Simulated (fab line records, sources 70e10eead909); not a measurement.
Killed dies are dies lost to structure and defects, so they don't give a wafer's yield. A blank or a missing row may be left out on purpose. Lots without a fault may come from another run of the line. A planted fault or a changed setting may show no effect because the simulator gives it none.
Chamber matching | flow nand_harc | NHARC_A_BLC_CMP_25 on cmp-03: 4 sister chambers
The step polishes, t overpolish 30 s, target thk 150 nm. 14 wafers are shown with their chamber, then 7 later ones without.

WAFERS WITH THEIR CHAMBER
wafer  | chamber | motor_current_A (A) | time_to_endpoint_s (s) | overpolish_run_s (s)
L404.3 | 2       | 12.5                | 33.9                   | 29.997
L404.5 | 3       | 13.1                | 33.5                   | 30.008
L404.6 | 0       | 10.9                | 34.5                   | 29.995
L408.2 | 1       | 13.7                | 28.9                   | 29.999
L408.3 | 3       | 12.4                | 27.0                   | 29.996
L408.6 | 1       | 13.8                | 33.3                   | 29.991
L413.1 | 3       | 13.1                | 33.4                   | 30.006
L413.2 | 0       | 11.7                | 34.0                   | 29.998
L413.5 | 1       | 13.9                | 31.0                   | 29.993
L420.1 | 3       | 13.0                | 33.2                   | 29.999
L420.4 | 1       | 13.5                | 33.0                   | 30.006
L420.6 | 1       | 13.8                | 32.1                   | 29.994
L419.2 | 0       | 12.0                | 31.4                   | 29.998
L419.4 | 3       | 13.0                | 28.8                   | 29.989

SIGNATURES (means of the wafers above)
reading            | chamber 0 | chamber 1 | chamber 2 | chamber 3 | scatter within a chamber
motor_current_A    | 11.533    | 13.740    | 12.500    | 12.920    | 0.33
time_to_endpoint_s | 33.300    | 31.660    | 33.900    | 31.180    | 2.36
overpolish_run_s   | 29.99700  | 29.99660  | 29.99700  | 29.99960  | 0.00623
Rule: a wafer's distance from a chamber is the root of the sum, over the readings, of the square of ((its reading less the chamber's mean) divided by the reading's scatter). The wafer belongs to the nearest chamber; if the next one is less than 2 further off, it can't be placed. The scatter: the root of (the sum of the squares of (reading less its chamber's mean) over the shown wafers, divided by (wafers less chambers)).

WAFERS WITHOUT THEIR CHAMBER
wafer  | motor_current_A (A) | time_to_endpoint_s (s) | overpolish_run_s (s)
L419.5 | 12.7                | 30.1                   | 30.008
L425.2 | 12.3                | 30.0                   | 29.989
L425.5 | 12.6                | 30.2                   | 29.990
L425.6 | 14.4                | 31.1                   | 30.004
L426.1 | 13.9                | 29.8                   | 30.006
L426.5 | 14.8                | 29.8                   | 30.014
L426.6 | 11.6                | 29.0                   | 29.995

WHICH CHAMBER EACH WENT THROUGH
wafer  | from the rows above               | in truth
L419.5 | can't be placed: 3 or 2           | 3
L425.2 | can't be placed: 2 or 3 or 0      | 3
L425.5 | can't be placed: 3 or 2 or 0 or 1 | 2
L425.6 | 1                                 | 1
L426.1 | can't be placed: 1 or 3           | 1
L426.5 | can't be placed: 1 or 3           | 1
L426.6 | can't be placed: 0 or 2           | 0
Placed correctly: 1 of 7. Can't be placed from these rows: 6 (the true chamber is among the candidates in 6). Placed wrongly: 0.
